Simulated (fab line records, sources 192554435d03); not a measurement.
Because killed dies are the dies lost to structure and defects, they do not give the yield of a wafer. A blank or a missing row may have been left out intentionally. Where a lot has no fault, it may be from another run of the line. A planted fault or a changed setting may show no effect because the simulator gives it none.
Chamber matching | flow n5 finfet | uv cure-02 running N5_BEOL_M6_CURE_75: 3 sister chambers
The step cures SiCOH lowk, time 120 s. 3 wafers are shown with their chamber, then 8 later ones without.

WAFERS WITH THEIR CHAMBER
wafer  | chamber | lamp power pct (%)
L384.6 | 0       | 52.30
L385.4 | 2       | 52.31
L392.5 | 1       | 52.30

WAFERS WITH NO CHAMBER GIVEN
wafer  | lamp power pct (%)
L394.2 | 52.21
L394.5 | 52.25
L394.6 | 52.45
L398.1 | 52.37
L398.5 | 52.26
L404.4 | 52.33
L404.5 | 52.39
L404.6 | 52.30

THE CHAMBER EACH PASSED THROUGH
wafer  | from the rows above          | in truth
L394.2 | can't be placed: 0 or 1 or 2 | 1
L394.5 | can't be placed: 0 or 1 or 2 | 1
L394.6 | can't be placed: 2 or 0 or 1 | 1
L398.1 | can't be placed: 2 or 0 or 1 | 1
L398.5 | can't be placed: 0 or 1 or 2 | 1
L404.4 | can't be placed: 2 or 0 or 1 | 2
L404.5 | can't be placed: 2 or 0 or 1 | 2
L404.6 | can't be placed: 0 or 1 or 2 | 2
0 of 8 placed correctly. Unplaceable from these rows: 8, with the true chamber sitting among the candidates in 8. Number placed wrongly: 0.
How it was worked out, from the rows above alone: a wafer's distance from a chamber is the root of the sum, over the readings, of the square of ((its reading less the chamber's mean) divided by the reading's scatter). If the next closest chamber is less than 2 further off than the closest, the wafer can't be placed; otherwise it belongs to the closest. The mean given for a chamber averages the wafers shown for that chamber. The scatter: with one shown wafer a chamber, the root of the mean of the squares of how far each hidden wafer lies from its nearest shown one.
